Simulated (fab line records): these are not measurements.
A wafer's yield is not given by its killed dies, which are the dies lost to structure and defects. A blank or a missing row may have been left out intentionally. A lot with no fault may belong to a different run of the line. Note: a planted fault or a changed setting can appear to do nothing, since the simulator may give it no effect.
The tool behind it: which one? | flow n5_finfet | 11 lots with 32 wafers sampled at 5 steps, on a route of 1938 steps

## WHAT THE GAUGES SHOWED, per wafer
Not one reading of a measure or inspect step in the record can be checked against a usual standard deviation.

## TOOL THAT RAN EACH LOT (tool first, then ch and the chambers of the sampled wafers, then the start)
lot  | N5_BEOL_M7_PECVD_70             | N5_BEOL_M7_DESCUM_33               | N5_BEOL_M7_CURE_75            | N5_BEOL_M7_DEGAS_44          | N5_BEOL_M7_CMP_52
L441 | pecvd-03 ch 1,2, day 8 20:41    | rie_diel-02 ch 1,2,3, day 8 22:41  | uv_cure-01 ch 1, day 8 23:19  | pvd_sputter-02, day 8 23:59  | cmp-01 ch 0,1,3, day 9 01:29
L444 | pecvd-02 ch 1,2, day 10 04:01   | rie_diel-01 ch 0,3, day 10 06:52   | uv_cure-03 ch 2, day 10 07:41 | pvd_sputter-03, day 10 08:04 | cmp-02 ch 1,2,3, day 10 09:59
L443 | pecvd-02 ch 0,1, day 10 06:35   | rie_diel-04 ch 2,3, day 10 08:55   | uv_cure-01 ch 0, day 10 09:32 | pvd_sputter-03, day 10 10:54 | cmp-01 ch 1,3, day 10 12:14
L447 | pecvd-01 ch 0,2, day 10 11:07   | rie_diel-01 ch 0,1,2, day 10 15:13 | uv_cure-02 ch 2, day 10 15:50 | pvd_sputter-01, day 10 16:12 | cmp-02 ch 0,1,3, day 10 17:38
L448 | pecvd-01 ch 0,1, day 10 23:44   | rie_diel-01 ch 0,1,3, day 11 02:40 | uv_cure-01 ch 2, day 11 03:23 | pvd_sputter-01, day 11 04:03 | cmp-02 ch 1,2,3, day 11 06:37
L449 | pecvd-01 ch 0,1, day 11 00:59   | rie_diel-04 ch 0,1,2, day 11 03:19 | uv_cure-03 ch 1, day 11 04:01 | pvd_sputter-03, day 11 06:18 | cmp-04 ch 0,1,2, day 11 07:28
L450 | pecvd-01 ch 0, day 11 13:01     | rie_diel-01 ch 0,2,3, day 11 17:16 | uv_cure-02 ch 1, day 11 18:25 | pvd_sputter-03, day 11 18:53 | cmp-04 ch 0,1,2, day 11 21:02
L455 | pecvd-01 ch 0,1, day 13 00:39   | rie_diel-04 ch 0,3, day 13 05:42   | uv_cure-01 ch 1, day 13 06:20 | pvd_sputter-02, day 13 07:04 | cmp-02 ch 0,1, day 13 08:40
L457 | pecvd-02 ch 0,1,2, day 13 00:53 | rie_diel-02 ch 0,1,2, day 13 05:19 | uv_cure-01 ch 0, day 13 05:57 | pvd_sputter-02, day 13 06:42 | cmp-04 ch 0,1,3, day 13 07:56
L460 | pecvd-02 ch 0,1, day 13 21:17   | rie_diel-02 ch 0,1,3, day 14 01:04 | uv_cure-01 ch 2, day 14 01:41 | pvd_sputter-02, day 14 02:01 | cmp-02 ch 1,2,3, day 14 03:49
L462 | pecvd-02 ch 0,1,2, day 14 18:17 | rie_diel-04 ch 2,3, day 14 21:41   | uv_cure-02 ch 0, day 14 22:19 | pvd_sputter-01, day 14 22:40 | cmp-01 ch 0,1,2, day 15 00:40
- N5_BEOL_M7_PECVD_70: deposits SiO2 from TEOS/O2, target thk 20 nm, time 22.7 s.
- N5_BEOL_M7_DESCUM_33: chemistry O2, time 7 s.
- N5_BEOL_M7_CURE_75: cures SiCOH lowk, time 120 s.
- N5_BEOL_M7_DEGAS_44: time 60 s.
- N5_BEOL_M7_CMP_52: polishes, stops on SiCOH lowk, t overpolish 6.9 s, target thk 80 nm.

## WHAT THE TOOLS THEMSELVES READ (means of the sampled wafers that have a number; where no wafer has one, the mark that the record gives instead)
N5_BEOL_M7_PECVD_70. Usual: heater_power_w 700 W, standard deviation 89; showerhead_plenum_p_Torr 8.80 Torr, standard deviation 0.047; throttle_valve_pct 22.5 %, standard deviation 0.96.
lot  | tool     | heater_power_w (W) | showerhead_plenum_p_Torr (Torr) | throttle_valve_pct (%) | flag
L441 | pecvd-03 | 642                | 8.80                            | 21.6                   |
L444 | pecvd-02 | 659                | 8.80                            | 22.0                   |
L443 | pecvd-02 | 806                | 8.80                            | 23.5                   |
L447 | pecvd-01 | 646                | 8.81                            | 22.4                   |
L448 | pecvd-01 | 722                | 8.76                            | 22.1                   |
L449 | pecvd-01 | 710                | 8.80                            | 22.4                   |
L450 | pecvd-01 | 620                | 8.73                            | 21.8                   |
L455 | pecvd-01 | 677                | 8.77                            | 22.2                   |
L457 | pecvd-02 | 734                | 8.79                            | 22.9                   |
L460 | pecvd-02 | 750                | 8.80                            | 23.1                   |
L462 | pecvd-02 | 766                | 8.79                            | 23.0                   |

N5_BEOL_M7_DESCUM_33. Usual: drypump_motor_current_A 5.4 A, standard deviation 0.44; o2_flow_sccm 225.0 sccm, standard deviation 0.68; oes_product_au 0.81 a.u., standard deviation 0.1; rf_vpp_V 243.3 V, standard deviation 1.5; showerhead_plenum_p_Torr 2.10 Torr, standard deviation 0.072; throttle_valve_pct 20.33 %, standard deviation 0.3.
lot  | tool        | drypump_motor_current_A (A) | o2_flow_sccm (sccm) | oes_product_au (a.u.) | rf_vpp_V (V) | showerhead_plenum_p_Torr (Torr) | throttle_valve_pct (%) | flag
L441 | rie_diel-02 | 5.2                         | 225.2               | 0.78                  | 243.2        | 2.09                            | 20.41                  |
L444 | rie_diel-01 | 5.6                         | 224.5               | 0.74                  | 244.4        | 2.17                            | 20.37                  |
L443 | rie_diel-04 | 5.5                         | 224.6               | 0.75                  | 242.4        | 2.06                            | 20.62                  |
L447 | rie_diel-01 | 5.6                         | 225.7               | 0.82                  | 242.4        | 2.11                            | 20.30                  |
L448 | rie_diel-01 | 5.6                         | 225.4               | 0.81                  | 244.2        | 2.14                            | 20.22                  |
L449 | rie_diel-04 | 5.1                         | 224.8               | 0.90                  | 244.1        | 2.13                            | 20.14                  |
L450 | rie_diel-01 | 5.5                         | 224.3               | 0.72                  | 244.1        | 2.14                            | 20.46                  |
L455 | rie_diel-04 | 5.7                         | 224.9               | 0.78                  | 241.7        | 2.01                            | 20.59                  |
L457 | rie_diel-02 | 5.7                         | 225.0               | 0.77                  | 243.5        | 2.11                            | 20.25                  |
L460 | rie_diel-02 | 5.7                         | 224.7               | 0.81                  | 243.7        | 2.10                            | 20.28                  |
L462 | rie_diel-04 | 5.5                         | 224.9               | 0.93                  | 245.7        | 2.23                            | 20.45                  |

N5_BEOL_M7_CURE_75. Usual: lamp_power_pct 52.31 %, standard deviation 0.064; wafer_temp_C_max 372.0, standard deviation 0.72.
lot  | tool       | lamp_power_pct (%) | wafer_temp_C_max | flag
L441 | uv_cure-01 | 52.32              | 373.2            |
L444 | uv_cure-03 | 52.35              | 371.5            |
L443 | uv_cure-01 | 52.32              | 371.3            |
L447 | uv_cure-02 | 52.39              | 371.6            |
L448 | uv_cure-01 | 52.32              | 372.1            |
L449 | uv_cure-03 | 52.35              | 372.6            |
L450 | uv_cure-02 | 52.32              | 372.5            |
L455 | uv_cure-01 | 52.37              | 372.9            |
L457 | uv_cure-01 | 52.25              | 371.3            |
L460 | uv_cure-01 | 52.30              | 371.2            |
L462 | uv_cure-02 | 52.23              | 371.8            |

N5_BEOL_M7_DEGAS_44. Usual: heater_power_w reads 355 W (standard deviation 49).
lot  | tool           | heater_power_w (W) | flag
L441 | pvd_sputter-02 | 376                |
L444 | pvd_sputter-03 | 317                |
L443 | pvd_sputter-03 | 383                |
L447 | pvd_sputter-01 | 376                |
L448 | pvd_sputter-01 | 401                |
L449 | pvd_sputter-03 | 323                |
L450 | pvd_sputter-03 | 324                |
L455 | pvd_sputter-02 | 338                |
L457 | pvd_sputter-02 | 379                |
L460 | pvd_sputter-02 | 375                |
L462 | pvd_sputter-01 | 362                |

N5_BEOL_M7_CMP_52. Usual: barrier_field_endpoint_s 28.8 s, standard deviation 0.75; motor_current_A 6.1 A, standard deviation 0.63.
lot  | tool   | barrier_field_endpoint_s (s) | motor_current_A (A) | flag
L441 | cmp-01 | 28.9                         | 6.3                 |
L444 | cmp-02 | 28.6                         | 5.7                 |
L443 | cmp-01 | 29.0                         | 6.8                 |
L447 | cmp-02 | 29.5                         | 6.1                 |
L448 | cmp-02 | 29.4                         | 5.9                 |
L449 | cmp-04 | 35.0                         | 5.8                 | OFF
L450 | cmp-04 | 35.5                         | 6.0                 | OFF
L455 | cmp-02 | 33.3                         | 6.4                 | OFF
L457 | cmp-04 | 29.6                         | 6.3                 |
L460 | cmp-02 | 28.1                         | 5.9                 |
L462 | cmp-01 | 28.1                         | 5.9                 |

## THE ANSWER, worked out from the rows above alone
Rule: a lot is off if the mean of its wafers that have a number lies more than 3 standard deviations from the usual mean. A lot without any number at a reading at which 4 lots or more have one is off too. All remaining lots with rows at the step are treated as sound. First the gauges in route order, then the tools' own readings, where a lot's mean is used as printed above. The first step at which some lot is off is used, and at that step the reading that is off furthest; a lot without a number counts as furthest.
Off: L449, L450, L455, at N5_BEOL_M7_CMP_52 (barrier_field_endpoint_s).
A tool fits if, at that step or a process step before it, it ran every lot that is off, and no sound lot after the first of them. One candidate fits, namely pecvd-01 at N5_BEOL_M7_PECVD_70. Its last sound lot is L448 (day 10 23:44), its first lot that is off L449 (day 11 00:59): a fault that began between those two fits.

## WHAT WAS PUT IN BY THE SIMULATOR
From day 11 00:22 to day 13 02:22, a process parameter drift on pecvd-01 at N5_BEOL_M7_PECVD_70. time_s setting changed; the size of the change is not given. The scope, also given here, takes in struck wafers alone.
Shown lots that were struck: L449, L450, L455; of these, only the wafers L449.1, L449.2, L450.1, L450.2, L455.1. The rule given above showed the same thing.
